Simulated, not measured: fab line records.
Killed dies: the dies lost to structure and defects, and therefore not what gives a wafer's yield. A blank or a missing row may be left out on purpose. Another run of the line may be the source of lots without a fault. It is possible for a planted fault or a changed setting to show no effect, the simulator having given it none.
Matching of chambers | flow n5-finfet | 3 sister chambers for N5_BEOL_M3_PECVD_72 on pecvd-02
The step deposits SiO2 from TEOS/O2, target thk 16 nm, time 18 s. 14 wafers are shown with their chamber, then 7 later ones without.

WAFERS, EACH WITH ITS CHAMBER
wafer  | chamber | throttle-valve-pct (%) | heater-power-w (W) | showerhead-plenum-p-Torr (Torr)
L074.2 | 0       | 23.8                   | 655                | 8.83
L074.3 | 1       | 22.5                   | 885                | 8.80
L074.6 | 2       | 20.8                   | 595                | 8.77
L077.1 | 0       | 23.6                   | 645                | 8.83
L077.5 | 1       | 22.5                   | 824                | 8.81
L077.6 | 2       | 21.4                   | 609                | 8.79
L083.3 | 2       | 21.2                   | 678                | 8.77
L083.5 | 0       | 23.7                   | 555                | 8.82
L083.6 | 1       | 22.5                   | 764                | 8.81
L085.3 | 1       | 22.3                   | 793                | 8.81
L085.4 | 2       | 21.5                   | 656                | 8.81
L085.5 | 1       | 22.4                   | 765                | 8.80
L089.1 | 1       | 22.2                   | 809                | 8.82
L089.2 | 0       | 23.8                   | 543                | 8.83

SIGNATURES (averages over the wafers above)
reading                  | chamber 0 | chamber 1 | chamber 2 | scatter within a chamber
throttle-valve-pct       | 23.725    | 22.400    | 21.225    | 0.189
heater-power-w           | 599.50    | 806.67    | 634.50    | 47.7
showerhead-plenum-p-Torr | 8.8275    | 8.8083    | 8.7850    | 0.0115
Rule: distance of a wafer from a chamber = root of the sum over the readings of ((wafer's reading minus chamber's mean) / reading's scatter) squared. The wafer belongs to the nearest chamber; if the next one is less than 2 further off, it can't be placed. The scatter: the root of (the sum of the squares of (reading less its chamber's mean) over the shown wafers, divided by (wafers less chambers)).

WAFERS WITH NO CHAMBER GIVEN
wafer  | throttle-valve-pct (%) | heater-power-w (W) | showerhead-plenum-p-Torr (Torr)
L089.3 | 21.1                   | 628                | 8.82
L088.1 | 23.8                   | 557                | 8.81
L088.4 | 22.7                   | 731                | 8.79
L088.6 | 23.8                   | 569                | 8.82
L097.1 | 21.4                   | 641                | 8.81
L097.2 | 22.4                   | 760                | 8.80
L097.3 | 24.1                   | 618                | 8.79

CHAMBER TAKEN BY EACH
wafer  | from the rows above | in truth
L089.3 | 2                   | 2
L088.1 | 0                   | 0
L088.4 | 1                   | 1
L088.6 | 0                   | 0
L097.1 | 2                   | 2
L097.2 | 1                   | 1
L097.3 | 0                   | 0
7 of 7 placed correctly. Number that these rows cannot place: 0. 0 placed wrongly.
